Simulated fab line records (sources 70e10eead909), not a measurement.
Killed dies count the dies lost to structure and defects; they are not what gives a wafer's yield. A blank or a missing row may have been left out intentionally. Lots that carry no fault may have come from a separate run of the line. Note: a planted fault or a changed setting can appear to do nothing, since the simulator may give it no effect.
Comparing a struck lot with a sound one	flow nandHarc	14 steps out of a route of 1159
Sound: the wafers L168.3, L168.4, L168.5. Wafers L165.1, L165.3, L165.6 were the ones struck. The cause is named last.
Per side, at each step with rows, come the tool, then ch with its chambers, and then its first start. Under that, the readings that differ: sound wafers	struck wafers	difference of the means	sigmas: that difference in standard deviations of wafers without a fault.
alike: a reading whose means differ by less than 2 such deviations, as well as words and numbers matching on both sides. not compared: withheld readings; readings where some wafer has no value; bounds like >300 that might hide an equal value; numbers whose values overlap and for which the record gives no deviation.
A row with sigmas, a row that says differs or no value, or rows on one side alone: a step with any of these is where the two part. Numbers that don't overlap but have no deviation are shown without sigmas and don't part them. A reading missing from all wafers of one side parts the sides only when that side holds two or more wafers.

first, 6 steps without rows for these wafers: NHARC_P_CONTACT_COAT_06 (resist thk 90 nm); NHARC_P_CONTACT_SOFTBAKE_07 (time 55 s); NHARC_P_CONTACT_EBR_08; NHARC_P_CONTACT_EXPOSE_09 (exposes mask P CA, target cd 90 nm); NHARC_P_CONTACT_PEB_10 (peb time 65 s); NHARC_P_CONTACT_DEVELOP_11 (develop time 35 s).
NHARC_P_CONTACT_CD_MEAS_12: the cd target is 90 nm.
  sound on cdSem-03 ch 0, day 9 10:52; struck on cdSem-03 ch 0, day 8 01:07
  alike: cdNm
NHARC_P_CONTACT_OVL_MEAS_13:
  sound on overlay-01 at day 9 10:57; struck on overlay-02 at day 8 01:13
  alike: overlayXNm, overlayYNm
NHARC_P_CONTACT_INSPECT_14:
  sound on defectInspect-01 at day 9 10:59; struck on defectInspect-02 at day 8 01:14
  alike: rawDefectCount
NHARC_P_CONTACT_DESCUM_17: chemistry O2, time 3 s.
  sound on rieDiel-04 ch 0,1,2, day 9 11:03; struck on rieDiel-04 ch 0,2,3, day 8 01:19
  alike: drypumpMotorCurrentA, mfcArSccm, oesProductAu, rfVppV, showerheadPlenumPTorr, throttleValvePct
  not compared: rfHoursCounterH
NHARC_P_CONTACT_ETCH_35: etches the open film in CF4, target depth 39 nm, time 65 s.
  sound on rieDiel-04 ch 0,2,3, day 9 11:08; struck on rieDiel-04 ch 0,1,2, day 8 01:24
  alike: biasW, cf4FlowSccm, drypumpMotorCurrentA, mfcArSccm, oesProductAu, rfVppV, showerheadPlenumPTorr, throttleValvePct
  not compared: rfHoursCounterH
NHARC_P_CONTACT_ETCH_36: etches the open film in N2/H2, target depth 260 nm, time 406.25 s.
  sound: rieDiel-04 ch 0,1,3; struck: rieDiel-04 ch 1,3
  alike: biasW, chamberPressureMTorr, drypumpMotorCurrentA, mfcArSccm, oesProductAu, rfVppV, showerheadPlenumPTorr, throttleValvePct
  not compared: rfHoursCounterH
NHARC_P_CONTACT_ETCH_18: etches the open film in C4F8/O2/Ar, target depth 481 nm, time 240.5 s.
  sound on rieDiel-04 ch 1,3, day 9 11:31; struck on rieDiel-04 ch 0,2,3, day 8 02:14
  no value came back on the struck wafers for biasW (W), chamberPressureMTorr (mTorr), oesProductAu (a.u.), rfVppV (V); on the sound wafers biasW (W) reads 1504 1503 1500
  not compared: rfHoursCounterH
then, 1 step without rows for these wafers: NHARC_P_CONTACT_STRIP_37 (strips in C4F8/O2/Ar).

WHERE THEY PART
At NHARC_P_CONTACT_ETCH_18 and nowhere else, as far as this record goes.

WHY: what had been put in by the simulator
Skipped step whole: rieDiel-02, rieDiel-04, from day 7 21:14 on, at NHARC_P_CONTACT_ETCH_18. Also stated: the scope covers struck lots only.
